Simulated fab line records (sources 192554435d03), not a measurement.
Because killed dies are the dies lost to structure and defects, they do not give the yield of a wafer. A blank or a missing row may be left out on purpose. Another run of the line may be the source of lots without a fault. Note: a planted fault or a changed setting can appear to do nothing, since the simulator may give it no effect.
fab line records | flow n5Finfet | part 2 of 2: steps 23 to 31 of 31
record: lots: 5 wafers: 15 lastDay: 18
route steps=1938 shown GATE_CUT@516 MOL_CONTACT_COAG@517
lots with no fault: from the same line, run without faults
startH: hours from the record's opening day to when the first of the lot's shown wafers began | waitH: time in hours since the lot's previous step | " unchanged from the row above | L1.1+2: one row covering several wafers at once | - either no value or no given start | * or withheld: withheld | < > ~ a bound
route shown NAME@n: NAME is a module with steps in the file, n the number in the route of the first one | usual: the fault-free wafers' mean and standard deviation | same: alike in all rows | chamber/n: place in a boat | sites: the reading at each site | _std_site: the standard deviation of these | _edge_site: outer sites' mean less inner sites' | radiusMm: how far each site lies from the wafer's centre | mask NAME#n: copy n | behind: the tool/chamber that last shaped the wafer | hold: the reason the lot was held/the length of the hold in hours/how it ended | device: whichever transistor did not switch (one of n, p or np) | end of line: the tests these same wafers got at the end of their route | where a step has no rows: the recipe by itself | killed: dies that structure and defects cost at the first sort, which is not the same as the wafer's yield | map: shows each die of a wafer: x if killed, . if not, _ if none is there
set.NAME: the setting as run; set.NAME@STEP: as run at that earlier step | model.NAME: the simulator's own value behind a step, which no gauge read
lots at selected steps of the route; one table per step, one row per wafer
services: a tool's chamber out of use, with start hour (startH, from the record's first day; less than 0 if before it), hours out, and reason
== steps ==
step: N5_MOL_CONTACT_COAG_ETCH_110
recipe: chemistry: CF4/O2 target: Si targetDepthA: 25 timeS: 8 pressureMtorr: 100 sourceW: 200 biasW: 12 ionEnergyEv: 60 Ar_flow_sccm: 100 cf4FlowSccm: 100 O2_flow_sccm: 10
usual: drypumpMotorCurrentA: 5.7/0.53 oes_o_777_au: 0.75/0.058 oesProductAu: 0.75/0.06 rfVppV: 129/3.1 showerheadPlenumPTorr: 2.20/0.073 throttleValvePct: 10.85/0.28
columns lot.wafer tool chamber startH waitH drypumpMotorCurrentA oes_o_777_au oesProductAu rfHoursCounterH rfVppV showerheadPlenumPTorr throttleValvePct
L079.3 rieDiel-02 3 117.71 0.0 5.7 0.78 0.74 180 128 2.22 10.93
L079.5 " 2 " " 6.1 0.78 0.79 - 129 2.24 10.63
L079.6 " 3 " " 5.7 0.78 0.74 - 126 2.22 10.93
L080.2 rieDiel-05 1 123.40 0.0 6.7 0.79 0.78 95 129 2.25 10.40
L080.4 " 2 " " 6.2 0.72 0.72 181 126 2.23 11.08
L080.5 " 3 " " 5.4 0.87 0.86 - 129 2.18 10.43
L082.3 rieDiel-02 2 143.00 0.0 6.1 0.77 0.79 96 130 2.24 10.66
L082.4 " 3 " " 5.7 0.77 0.74 189 126 2.22 10.95
L082.5 " 0 " " 5.7 0.78 0.81 - 132 2.23 10.77
L090.2 rieDiel-06 0 186.64 0.0 5.8 0.69 0.69 219 123 2.10 11.11
L090.4 " 2 " " 4.9 0.66 0.67 216 133 2.29 11.23
L090.6 " 0 " " 5.8 0.69 0.70 - 123 2.10 11.11
L093.1 rieDiel-05 0 203.35 0.0 6.4 0.81 0.83 104 130 2.25 10.74
L093.3 " 2 " " 6.2 0.71 0.71 205 128 2.22 11.13
L093.4 " 1 " " 6.7 0.77 0.76 122 130 2.24 10.48
step: N5_MOL_CONTACT_COAG_STRIP_98
recipe: chemistry: N2/H2 powerW: 500 tempC: 40 pressureMtorr: 50 rfFrequencyHz: 6e+07 overashFraction: 0.3 biasPowerW: 8 h2Frac: 0.5 n2FlowSccm: 300 h2FlowSccm: 300
usual: drypumpMotorCurrentA: 5.7/0.53 oesProductAu: 0.75/0.062 rfVppV: 54.2/1.6 showerheadPlenumPTorr: 3.32/0.11 throttleValvePct: 18.9/0.43
columns lot.wafer tool chamber startH waitH drypumpMotorCurrentA oesProductAu rfHoursCounterH rfVppV showerheadPlenumPTorr throttleValvePct
L079.3 rieDiel-02 3 117.76 0.0 5.8 0.73 180 56.6 3.32 18.8
L079.5 " 2 " " 6.1 0.80 - 52.5 3.40 18.9
L079.6 " 3 " " 5.7 0.74 - 54.0 3.32 18.8
L080.2 rieDiel-05 1 123.45 0.0 6.7 0.79 95 53.6 3.38 18.5
L080.4 " 2 " " 6.3 0.72 181 54.9 3.36 19.7
L080.5 " 3 " " 5.4 0.88 - 55.3 3.29 18.8
L082.3 rieDiel-02 2 143.05 0.0 6.1 0.80 96 53.0 3.40 18.9
L082.4 " 3 " " 5.7 0.73 189 52.9 3.31 18.8
L082.5 " 0 " " 5.7 0.78 - 51.6 3.35 18.5
L090.2 rieDiel-06 0 186.69 0.0 5.8 0.68 219 55.9 3.18 19.3
L090.4 " 2 " " 4.9 0.67 216 54.7 3.46 19.2
L090.6 " 0 " " 5.8 0.68 - 50.6 3.18 19.3
L093.1 rieDiel-05 0 203.40 0.0 6.5 0.81 104 55.1 3.38 18.7
L093.3 " 2 " " 6.3 0.72 205 51.5 3.34 19.7
L093.4 " 1 " " 6.7 0.75 122 55.2 3.37 18.6
step: N5_MOL_CONTACT_COAG_CD_MEAS_99
recipe: targetCdNm: 17.2 polarity: opening
usual: cdNm: 17.2/0.31
columns lot.wafer tool chamber startH waitH cdNm
L079.3 cdSem-01 - 117.84 - 17.0
L079.5 " - " " 16.9
L079.6 " - " " 16.8
L080.2 cdSem-01 - 123.53 - 17.1
L080.4 " - " " 16.9
L080.5 " - " " 17.3
L082.3 cdSem-03 - 143.12 - 17.8
L082.4 " - " " 17.5
L082.5 " - " " 17.7
L090.2 cdSem-01 - 186.76 - 16.8
L090.4 " - " " 17.3
L090.6 " - " " 17.0
L093.1 cdSem-01 - 203.47 - 17.5
L093.3 " - " " 17.5
L093.4 " - " " 17.0
step: N5_MOL_CONTACT_COAG_IMPLANT_129
recipe: species: Ge energyKev: 3 doseCm2: 6e+14 tiltDeg: 0 rotationDeg: 0
columns lot.wafer tool chamber startH waitH
L079.3+5+6 implanter-02 0 117.93 0.1
L080.2+4+5 implanter-01 0 123.59 0.1
L082.3+4+5 implanter-02 0 143.21 0.1
L090.2+4+6 implanter-01 0 186.82 0.1
L093.1+3+4 implanter-02 0 203.50 0.0
step: N5_MOL_CONTACT_COAG_PRECLEAN_111
recipe: chemistry: NF3:NH3 afsCycles: 1 tempC: 30 timeS: 20 sublimationTempC: 180 sublimationTimeS: 60 pressureTorr: 3 rfPowerW: 30
columns lot.wafer tool chamber startH waitH
L079.3+5+6 remotePlasma-02 0 118.14 0.2
L080.2+4+5 remotePlasma-01 0 123.81 0.2
L082.3+4+5 remotePlasma-01 1 143.51 0.3
L090.2+4+6 remotePlasma-01 0 187.78 0.9
L093.1+3+4 remotePlasma-01 0 204.24 0.7
step: N5_MOL_CONTACT_COAG_TI_SIL_19
recipe: material: Ti targetThkA: 42 tempC: 200 chamberPressurePa: 5 powerW: 5000 timeS: 15
usual: throttleValvePct: 30.1/1
columns lot.wafer tool chamber startH waitH throttleValvePct
L079.3 pvdSputter-03 - 118.45 0.3 30.2
L079.5 " - " " 30.0
L079.6 " - " " 30.5
L080.2 pvdSputter-03 - 124.06 0.2 30.2
L080.4 " - " " 28.7
L080.5 " - " " 31.2
L082.3 pvdSputter-02 - 143.79 0.2 30.1
L082.4 " - " " 28.4
L082.5 " - " " 28.5
L090.2 pvdSputter-01 - 187.96 0.1 30.1
L090.4 " - " " 32.1
L090.6 " - " " 31.7
L093.1 pvdSputter-01 - 204.47 0.2 29.9
L093.3 " - " " 30.2
L093.4 " - " " 32.1
step: N5_MOL_CONTACT_COAG_ALD_20
recipe: material: TiN targetThkA: 15 tempC: 400 aldPrecursorFamily: TiCl4 aldCoReactant: NH3 pulseTimeS: 1 purgeTimeS: 3 coReactantPurgeTimeS: 2 coReactantPulseTimeS: 2 aldCycles: 68 pressureTorr: 3
usual: heaterPowerW: 871/110 precursorPulseHeightRel: 1.000/0.019
same: coReactantPurgeTimeS: 2 pulseTimeS: 1
columns lot.wafer tool chamber startH waitH heaterPowerW precursorPulseHeightRel
L079.3 aldMetal-01 0 118.57 0.1 912 0.997
L079.5 " 2 " " 885 0.992
L079.6 " 1 " " 862 0.976
L080.2 aldMetal-02 0 124.18 0.1 877 1.013
L080.4 " 3 " " 679 1.001
L080.5 " 0 " " 872 0.987
L082.3 aldMetal-02 2 143.91 0.1 1032 1.036
L082.4 " 0 " " 854 1.030
L082.5 " 1 " " 989 0.989
L090.2 aldMetal-01 0 188.08 0.1 891 1.002
L090.4 " 3 " " 728 0.992
L090.6 " 0 " " 934 1.009
L093.1 aldMetal-01 0 204.59 0.1 902 0.991
L093.3 " 3 " " 735 0.983
L093.4 " 2 " " 915 0.971
step: N5_MOL_CONTACT_COAG_SIL_ANNEAL_21
recipe: tempC: 550 timeS: 60 ambient: N2
usual: lampPowerPct: 6.6/0.42 lamp_zone_5_pct: 6.6/0.42 wafer_temp_C_max: 552.2/0.46
columns lot.wafer tool chamber startH waitH lampPowerPct lamp_zone_5_pct wafer_temp_C_max
L079.3 rtpAnneal-01 0 119.04 0.3 6.1 6.1 552.7
L079.5 " 0 " " 6.1 6.2 552.1
L079.6 " 0 " " 6.1 6.1 552.4
L080.2 rtpAnneal-02 0 124.63 0.3 7.0 7.0 552.1
L080.4 " 0 " " 7.0 7.0 551.9
L080.5 " 0 " " 7.0 7.0 552.0
L082.3 rtpAnneal-02 0 144.43 0.3 7.0 7.0 552.6
L082.4 " 0 " " 7.0 7.0 552.2
L082.5 " 0 " " 7.0 7.0 553.2
L090.2 rtpAnneal-01 0 188.60 0.4 6.1 6.1 551.5
L090.4 " 0 " " 6.1 6.1 552.1
L090.6 " 0 " " 6.1 6.1 551.5
L093.1 rtpAnneal-01 0 205.03 0.3 6.1 6.1 552.0
L093.3 " 0 " " 6.1 6.2 551.7
L093.4 " 0 " " 6.1 6.1 552.6
step: N5_MOL_CONTACT_COAG_PRE_CLEAN_141
recipe: gas: H2/He timeS: 60 tempC: 300
usual: heaterPowerW: 472/46
columns lot.wafer tool chamber startH waitH heaterPowerW
L079.3 pvdSputter-03 - 119.54 0.5 517
L079.5 " - " " 463
L079.6 " - " " 486
L080.2 pvdSputter-03 - 124.84 0.2 488
L080.4 " - " " 401
L080.5 " - " " 476
L082.3 pvdSputter-01 - 145.07 0.6 538
L082.4 " - " " 413
L082.5 " - " " 519
L090.2 pvdSputter-03 - 188.82 0.2 466
L090.4 " - " " 511
L090.6 " - " " 466
L093.1 pvdSputter-03 - 205.40 0.3 408
L093.3 " - " " 467
L093.4 " - " " 507
== services ==
columns tool chamber startH hours kind
rieDiel-02 1 96.54 4.5 repair
implanter-02 - 97.22 1.2 repair
implanter-01 - 99.07 23.1 pm
rieDiel-05 3 102.56 2.6 repair
implanter-02 - 122.38 4.8 pm
rieDiel-06 2 122.85 3.9 repair
euvScanner-02 - 134.38 1.0 pm
rieDiel-06 0 138.95 18.3 repair
euvScanner-01 - 141.66 1.0 pm
implanter-01 - 143.23 3.0 pm
rieDiel-05 - 146.10 14.6 pm
implanter-02 - 146.71 3.2 repair
implanter-02 - 159.63 1.8 repair
rieDiel-05 0 161.45 14.5 repair
aldMetal-02 - 170.34 8.7 pm
euvScanner-02 - 174.16 1.3 repair
rieDiel-05 2 176.47 4.3 repair
aldMetal-02 3 181.73 24.7 repair
aldMetal-02 0 185.49 2.1 repair
euvScanner-02 - 190.53 1.0 pm
euvScanner-02 - 191.78 0.7 repair
remotePlasma-01 - 194.69 0.8 repair
euvScanner-01 - 197.81 1.0 pm
euvScanner-01 - 199.14 5.8 pm
